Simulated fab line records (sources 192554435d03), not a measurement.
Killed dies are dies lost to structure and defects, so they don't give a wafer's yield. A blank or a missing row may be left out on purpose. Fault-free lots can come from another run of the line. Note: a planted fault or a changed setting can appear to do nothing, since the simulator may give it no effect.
Which tool did it? || flow n5-finfet || 10 lots, 30 wafers sampled, at 5 steps of a route of 1938

== WHAT THE GAUGES READ, wafer by wafer ==
N5_BEOL_M3_THK_MEAS_01.
{"lot": "L390", "measured": "day 7 01:16", "on": "film-metro-01", "M3_ILD_THK (nm)": "77.6 79.3 78.8"}
{"lot": "L393", "measured": "day 7 23:19", "on": "film-metro-01", "M3_ILD_THK (nm)": "77.8 78.2 79.4"}
{"lot": "L395", "measured": "day 8 16:38", "on": "film-metro-02", "M3_ILD_THK (nm)": "78.7 79.7 81.0"}
{"lot": "L396", "measured": "day 8 18:28", "on": "film-metro-02", "M3_ILD_THK (nm)": "76.6 75.5 78.4"}
{"lot": "L397", "measured": "day 9 20:04", "on": "film-metro-01", "M3_ILD_THK (nm)": "77.0 80.3 78.1"}
{"lot": "L400", "measured": "day 10 12:45", "on": "film-metro-02", "M3_ILD_THK (nm)": "79.2 77.8 78.3"}
{"lot": "L401", "measured": "day 10 12:58", "on": "film-metro-01", "M3_ILD_THK (nm)": "76.7 78.4 79.0"}
{"lot": "L403", "measured": "day 10 19:08", "on": "film-metro-02", "M3_ILD_THK (nm)": "78.3 79.1 78.5"}
{"lot": "L411", "measured": "day 12 21:43", "on": "film-metro-02", "M3_ILD_THK (nm)": "79.1 77.8 79.0"}
{"lot": "L412", "measured": "day 13 03:04", "on": "film-metro-01", "M3_ILD_THK (nm)": "79.6 79.6 79.7"}

N5_BEOL_M3_CD_MEAS_18: pitch 36 nm, target cd 18 nm.
{"lot": "L390", "measured": "day 7 03:05", "on": "cd-sem-03", "cd-nm (nm)": "17.9 17.6 17.7"}
{"lot": "L393", "measured": "day 8 02:05", "on": "cd-sem-01", "cd-nm (nm)": "18.1 17.3 17.7"}
{"lot": "L395", "measured": "day 8 21:03", "on": "cd-sem-01", "cd-nm (nm)": "17.5 18.2 18.1"}
{"lot": "L396", "measured": "day 8 21:17", "on": "cd-sem-01", "cd-nm (nm)": "18.1 17.6 17.7"}
{"lot": "L397", "measured": "day 9 22:06", "on": "cd-sem-02", "cd-nm (nm)": "18.2 17.9 18.4"}
{"lot": "L400", "measured": "day 10 16:25", "on": "cd-sem-02", "cd-nm (nm)": "17.8 18.1 17.6"}
{"lot": "L401", "measured": "day 10 16:28", "on": "cd-sem-03", "cd-nm (nm)": "17.6 17.8 18.0"}
{"lot": "L403", "measured": "day 10 21:05", "on": "cd-sem-02", "cd-nm (nm)": "18.4 17.9 18.0"}
{"lot": "L411", "measured": "day 13 00:06", "on": "cd-sem-01", "cd-nm (nm)": "18.4 17.6 18.2"}
{"lot": "L412", "measured": "day 13 04:23", "on": "cd-sem-03", "cd-nm (nm)": "18.3 17.5 18.0"}

N5_BEOL_M4_RC_MEAS_101.
{"lot": "L390", "measured": "day 8 02:04", "on": "prober-02", "DIBL_N (mV/V)": "37.3 37.3 37.4", "DIBL_P (mV/V)": "38 40 38", "IOFF_N (nA/um)": "0.18 0.19 0.18", "IOFF_P (nA/um)": "0.23 0.27 0.22", "ION_N (uA/um)": "677 675 676", "ION_P (uA/um)": "459 465 460", "SS_N (mV/dec)": "72.0 72.5 72.6", "SS_P (mV/dec)": "73.5 74.2 73.8", "VT_N (mV)": "250 248 255", "VT_P (mV)": "-250 -248 -252"}
{"lot": "L393", "measured": "day 8 20:35", "on": "prober-02", "DIBL_N (mV/V)": "37.5 41.0 37.7", "DIBL_P (mV/V)": "38 43 38", "IOFF_N (nA/um)": "0.19 0.31 0.18", "IOFF_P (nA/um)": "0.24 0.37 0.25", "ION_N (uA/um)": "679 711 683", "ION_P (uA/um)": "463 480 469", "SS_N (mV/dec)": "71.3 72.8 72.1", "SS_P (mV/dec)": "73.4 75.0 73.4", "VT_N (mV)": "249 238 248", "VT_P (mV)": "-248 -242 -247"}
{"lot": "L395", "measured": "day 9 23:35", "on": "prober-01", "DIBL_N (mV/V)": "33.7 37.1 41.1", "DIBL_P (mV/V)": "34 39 44", "IOFF_N (nA/um)": "0.12 0.18 0.31", "IOFF_P (nA/um)": "0.17 0.23 0.34", "ION_N (uA/um)": "662 677 705", "ION_P (uA/um)": "453 464 477", "SS_N (mV/dec)": "71.2 71.8 73.1", "SS_P (mV/dec)": "72.9 73.8 75.8", "VT_N (mV)": "255 249 244", "VT_P (mV)": "-252 -246 -245"}
{"lot": "L396", "measured": "day 10 05:40", "on": "prober-02", "DIBL_N (mV/V)": "35.9 37.2 33.6", "DIBL_P (mV/V)": "37 37 34", "IOFF_N (nA/um)": "0.16 0.19 0.11", "IOFF_P (nA/um)": "0.20 0.20 0.17", "ION_N (uA/um)": "667 680 659", "ION_P (uA/um)": "459 461 451", "SS_N (mV/dec)": "72.3 72.0 70.9", "SS_P (mV/dec)": "73.8 73.0 73.0", "VT_N (mV)": "251 249 255", "VT_P (mV)": "-252 -251 -254"}
{"lot": "L397", "measured": "day 10 21:11", "on": "prober-01", "DIBL_N (mV/V)": "34.4 38.7 37.1", "DIBL_P (mV/V)": "35 39 37", "IOFF_N (nA/um)": "0.10 0.18 0.14", "IOFF_P (nA/um)": "0.16 0.24 0.20", "ION_N (uA/um)": "657 673 651", "ION_P (uA/um)": "453 467 452", "SS_N (mV/dec)": "70.8 71.8 71.5", "SS_P (mV/dec)": "73.2 74.1 73.1", "VT_N (mV)": "260 247 252", "VT_P (mV)": "-253 -249 -251"}
{"lot": "L400", "measured": "day 11 12:04", "on": "prober-02", "DIBL_N (mV/V)": "39.0 36.6 42.2", "DIBL_P (mV/V)": "40 38 45", "IOFF_N (nA/um)": "0.23 0.17 0.37", "IOFF_P (nA/um)": "0.28 0.24 0.43", "ION_N (uA/um)": "694 672 714", "ION_P (uA/um)": "469 463 484", "SS_N (mV/dec)": "71.8 71.9 72.8", "SS_P (mV/dec)": "73.5 73.4 74.8", "VT_N (mV)": "244 249 238", "VT_P (mV)": "-247 -248 -242"}
{"lot": "L401", "measured": "day 11 13:14", "on": "prober-02", "DIBL_N (mV/V)": "35.6 34.5 37.2", "DIBL_P (mV/V)": "35 34 38", "IOFF_N (nA/um)": "0.15 0.14 0.18", "IOFF_P (nA/um)": "0.17 0.17 0.22", "ION_N (uA/um)": "660 672 678", "ION_P (uA/um)": "448 453 450", "SS_N (mV/dec)": "71.4 71.0 71.9", "SS_P (mV/dec)": "73.2 72.5 73.9", "VT_N (mV)": "250 248 246", "VT_P (mV)": "-255 -255 -250"}
{"lot": "L403", "measured": "day 11 19:13", "on": "prober-02", "DIBL_N (mV/V)": "35.8 36.5 38.3", "DIBL_P (mV/V)": "36 37 38", "IOFF_N (nA/um)": "0.13 0.14 0.19", "IOFF_P (nA/um)": "0.21 0.21 0.27", "ION_N (uA/um)": "659 658 682", "ION_P (uA/um)": "465 455 471", "SS_N (mV/dec)": "71.9 71.5 72.0", "SS_P (mV/dec)": "73.3 73.3 74.3", "VT_N (mV)": "256 252 248", "VT_P (mV)": "-249 -250 -248"}
{"lot": "L411", "measured": "day 14 00:07", "on": "prober-02", "DIBL_N (mV/V)": "37.5 34.7 37.5", "DIBL_P (mV/V)": "39 35 40", "IOFF_N (nA/um)": "0.18 0.13 0.19", "IOFF_P (nA/um)": "0.22 0.17 0.26", "ION_N (uA/um)": "679 673 677", "ION_P (uA/um)": "466 459 463", "SS_N (mV/dec)": "72.5 71.5 72.1", "SS_P (mV/dec)": "73.7 73.4 74.5", "VT_N (mV)": "251 254 248", "VT_P (mV)": "-252 -252 -249"}
{"lot": "L412", "measured": "day 14 05:08", "on": "prober-02", "DIBL_N (mV/V)": "36.5 36.5 36.0", "DIBL_P (mV/V)": "37 39 37", "IOFF_N (nA/um)": "0.18 0.19 0.15", "IOFF_P (nA/um)": "0.22 0.27 0.20", "ION_N (uA/um)": "681 690 677", "ION_P (uA/um)": "462 476 461", "SS_N (mV/dec)": "72.6 72.7 72.3", "SS_P (mV/dec)": "73.0 74.0 73.7", "VT_N (mV)": "250 247 253", "VT_P (mV)": "-249 -247 -253"}

== WHAT TOOL EACH LOT RAN ON (gives the tool, then ch and the chambers of the sampled wafers, and finally the start) ==
{"lot": "L390", "N5_BEOL_M3_ETCH_64": "rie-diel-04 ch 1,2, day 7 02:44", "N5_BEOL_M3_STRIP_66": "rie-diel-04 ch 1,2, day 7 02:52"}
{"lot": "L393", "N5_BEOL_M3_ETCH_64": "rie-diel-02 ch 2,3, day 8 01:44", "N5_BEOL_M3_STRIP_66": "rie-diel-02 ch 2,3, day 8 01:52"}
{"lot": "L395", "N5_BEOL_M3_ETCH_64": "rie-diel-06 ch 0,1,2, day 8 20:38", "N5_BEOL_M3_STRIP_66": "rie-diel-06 ch 0,1,2, day 8 20:46"}
{"lot": "L396", "N5_BEOL_M3_ETCH_64": "rie-diel-06 ch 0,1,2, day 8 20:52", "N5_BEOL_M3_STRIP_66": "rie-diel-06 ch 0,1,2, day 8 20:59"}
{"lot": "L397", "N5_BEOL_M3_ETCH_64": "rie-diel-06 ch 0,1,3, day 9 21:45", "N5_BEOL_M3_STRIP_66": "rie-diel-06 ch 0,1,3, day 9 21:53"}
{"lot": "L400", "N5_BEOL_M3_ETCH_64": "rie-diel-02 ch 2,3, day 10 15:56", "N5_BEOL_M3_STRIP_66": "rie-diel-02 ch 2,3, day 10 16:04"}
{"lot": "L401", "N5_BEOL_M3_ETCH_64": "rie-diel-04 ch 1,2, day 10 16:01", "N5_BEOL_M3_STRIP_66": "rie-diel-04 ch 1,2, day 10 16:09"}
{"lot": "L403", "N5_BEOL_M3_ETCH_64": "rie-diel-04 ch 1,3, day 10 20:38", "N5_BEOL_M3_STRIP_66": "rie-diel-04 ch 1,3, day 10 20:46"}
{"lot": "L411", "N5_BEOL_M3_ETCH_64": "rie-diel-04 ch 0,1,3, day 12 23:43", "N5_BEOL_M3_STRIP_66": "rie-diel-04 ch 0,1,3, day 12 23:51"}
{"lot": "L412", "N5_BEOL_M3_ETCH_64": "rie-diel-06 ch 2,3, day 13 04:02", "N5_BEOL_M3_STRIP_66": "rie-diel-06 ch 2,3, day 13 04:10"}
- N5_BEOL_M3_ETCH_64: etches SOC in N2/H2, target depth 75 nm, overetch 15 nm, time 112.5 s.
- N5_BEOL_M3_STRIP_66: strips in CF4.

== WHAT THE TOOLS THEMSELVES READ (means of the sampled wafers that have a number; where no wafer has one, the mark that the record gives instead) ==
N5_BEOL_M3_ETCH_64.
{"lot": "L390", "tool": "rie-diel-04", "drypump-motor-current-A (A)": 5.2, "oes-product-au (a.u.)": 0.56, "rf-vpp-V (V)": 522.2, "showerhead-plenum-p-Torr (Torr)": 2.48, "throttle-valve-pct (%)": 17.92}
{"lot": "L393", "tool": "rie-diel-02", "drypump-motor-current-A (A)": 5.8, "oes-product-au (a.u.)": 0.74, "rf-vpp-V (V)": 524.1, "showerhead-plenum-p-Torr (Torr)": 2.56, "throttle-valve-pct (%)": 17.65}
{"lot": "L395", "tool": "rie-diel-06", "drypump-motor-current-A (A)": 5.7, "oes-product-au (a.u.)": 0.62, "rf-vpp-V (V)": 523.8, "showerhead-plenum-p-Torr (Torr)": 2.56, "throttle-valve-pct (%)": 17.97}
{"lot": "L396", "tool": "rie-diel-06", "drypump-motor-current-A (A)": 5.7, "oes-product-au (a.u.)": 0.62, "rf-vpp-V (V)": 523.7, "showerhead-plenum-p-Torr (Torr)": 2.56, "throttle-valve-pct (%)": 17.98}
{"lot": "L397", "tool": "rie-diel-06", "drypump-motor-current-A (A)": 5.4, "oes-product-au (a.u.)": 0.63, "rf-vpp-V (V)": 526.4, "showerhead-plenum-p-Torr (Torr)": 2.62, "throttle-valve-pct (%)": 17.91}
{"lot": "L400", "tool": "rie-diel-02", "drypump-motor-current-A (A)": 5.8, "oes-product-au (a.u.)": 0.71, "rf-vpp-V (V)": 525.7, "showerhead-plenum-p-Torr (Torr)": 2.55, "throttle-valve-pct (%)": 17.67}
{"lot": "L401", "tool": "rie-diel-04", "drypump-motor-current-A (A)": 5.2, "oes-product-au (a.u.)": 0.55, "rf-vpp-V (V)": 522.2, "showerhead-plenum-p-Torr (Torr)": 2.47, "throttle-valve-pct (%)": 17.96}
{"lot": "L403", "tool": "rie-diel-04", "drypump-motor-current-A (A)": 5.1, "oes-product-au (a.u.)": 0.55, "rf-vpp-V (V)": 523.5, "showerhead-plenum-p-Torr (Torr)": 2.54, "throttle-valve-pct (%)": 18.05}
{"lot": "L411", "tool": "rie-diel-04", "drypump-motor-current-A (A)": 5.3, "oes-product-au (a.u.)": 0.65, "rf-vpp-V (V)": 522.6, "showerhead-plenum-p-Torr (Torr)": 2.53, "throttle-valve-pct (%)": 17.80}
{"lot": "L412", "tool": "rie-diel-06", "drypump-motor-current-A (A)": 5.8, "oes-product-au (a.u.)": 0.61, "rf-vpp-V (V)": 525.3, "showerhead-plenum-p-Torr (Torr)": 2.60, "throttle-valve-pct (%)": 17.88}

N5_BEOL_M3_STRIP_66.
{"lot": "L390", "tool": "rie-diel-04", "bias-power-w (W)": 75.00, "cf4-flow-sccm (sccm)": 150.1, "drypump-motor-current-A (A)": 5.2, "oes-product-au (a.u.)": 0.71, "rf-vpp-V (V)": 270.5, "showerhead-plenum-p-Torr (Torr)": 1.76, "throttle-valve-pct (%)": 13.75}
{"lot": "L393", "tool": "rie-diel-02", "bias-power-w (W)": 75.24, "cf4-flow-sccm (sccm)": 150.4, "drypump-motor-current-A (A)": 5.8, "oes-product-au (a.u.)": 0.92, "rf-vpp-V (V)": 271.7, "showerhead-plenum-p-Torr (Torr)": 1.80, "throttle-valve-pct (%)": 13.28}
{"lot": "L395", "tool": "rie-diel-06", "bias-power-w (W)": 75.02, "cf4-flow-sccm (sccm)": 149.9, "drypump-motor-current-A (A)": 5.7, "oes-product-au (a.u.)": 0.77, "rf-vpp-V (V)": 272.0, "showerhead-plenum-p-Torr (Torr)": 1.81, "throttle-valve-pct (%)": 13.65}
{"lot": "L396", "tool": "rie-diel-06", "bias-power-w (W)": 75.18, "cf4-flow-sccm (sccm)": 150.2, "drypump-motor-current-A (A)": 5.7, "oes-product-au (a.u.)": 0.77, "rf-vpp-V (V)": 271.0, "showerhead-plenum-p-Torr (Torr)": 1.81, "throttle-valve-pct (%)": 13.66}
{"lot": "L397", "tool": "rie-diel-06", "bias-power-w (W)": 74.87, "cf4-flow-sccm (sccm)": 150.0, "drypump-motor-current-A (A)": 5.4, "oes-product-au (a.u.)": 0.79, "rf-vpp-V (V)": 271.1, "showerhead-plenum-p-Torr (Torr)": 1.83, "throttle-valve-pct (%)": 13.53}
{"lot": "L400", "tool": "rie-diel-02", "bias-power-w (W)": "-", "cf4-flow-sccm (sccm)": "-", "drypump-motor-current-A (A)": "-", "oes-product-au (a.u.)": "-", "rf-vpp-V (V)": "-", "showerhead-plenum-p-Torr (Torr)": "-", "throttle-valve-pct (%)": "-"}
{"lot": "L401", "tool": "rie-diel-04", "bias-power-w (W)": "-", "cf4-flow-sccm (sccm)": "-", "drypump-motor-current-A (A)": "-", "oes-product-au (a.u.)": "-", "rf-vpp-V (V)": "-", "showerhead-plenum-p-Torr (Torr)": "-", "throttle-valve-pct (%)": "-"}
{"lot": "L403", "tool": "rie-diel-04", "bias-power-w (W)": 74.92, "cf4-flow-sccm (sccm)": 150.5, "drypump-motor-current-A (A)": 5.1, "oes-product-au (a.u.)": 0.68, "rf-vpp-V (V)": 270.7, "showerhead-plenum-p-Torr (Torr)": 1.79, "throttle-valve-pct (%)": 13.87}
{"lot": "L411", "tool": "rie-diel-04", "bias-power-w (W)": 75.07, "cf4-flow-sccm (sccm)": 150.0, "drypump-motor-current-A (A)": 5.4, "oes-product-au (a.u.)": 0.82, "rf-vpp-V (V)": 271.2, "showerhead-plenum-p-Torr (Torr)": 1.79, "throttle-valve-pct (%)": 13.56}
{"lot": "L412", "tool": "rie-diel-06", "bias-power-w (W)": 74.74, "cf4-flow-sccm (sccm)": 149.6, "drypump-motor-current-A (A)": 5.8, "oes-product-au (a.u.)": 0.77, "rf-vpp-V (V)": 271.9, "showerhead-plenum-p-Torr (Torr)": 1.83, "throttle-valve-pct (%)": 13.59}

== THE ANSWER, worked out from the rows above alone ==
Rule: the lots themselves supply what counts as usual. Put in order of their means at a reading, lots are off if they are a third of the lots or fewer, leave a main group of 4 or more, and stand apart from it by a gap of 3 or more times the standard deviation of the main group's means; of several such gaps the widest counts. A main group is skipped when, at the precision printed for the reading in the tables above, its means are all equal. A lot without any number at a reading at which 4 lots or more have one is off too. The other lots that the step has rows for count as sound. Order of review: gauges by route order, followed by the tools' own readings, for which a lot's mean as printed above is used. The first step at which some lot is off is used, and at that step the reading that is off furthest; a lot without a number counts as furthest.
Off at N5_BEOL_M3_STRIP_66 (bias-power-w): L400, L401. Without a number there: L400, L401. Mean 75.00 W and standard deviation 0.15 in the main group.
If a tool, at that step or one of the process steps before it, ran each lot that is off and ran no sound lot following the first of them, it fits. No candidate that was tried fits.

== WHAT THE SIMULATOR HAD PUT IN ==
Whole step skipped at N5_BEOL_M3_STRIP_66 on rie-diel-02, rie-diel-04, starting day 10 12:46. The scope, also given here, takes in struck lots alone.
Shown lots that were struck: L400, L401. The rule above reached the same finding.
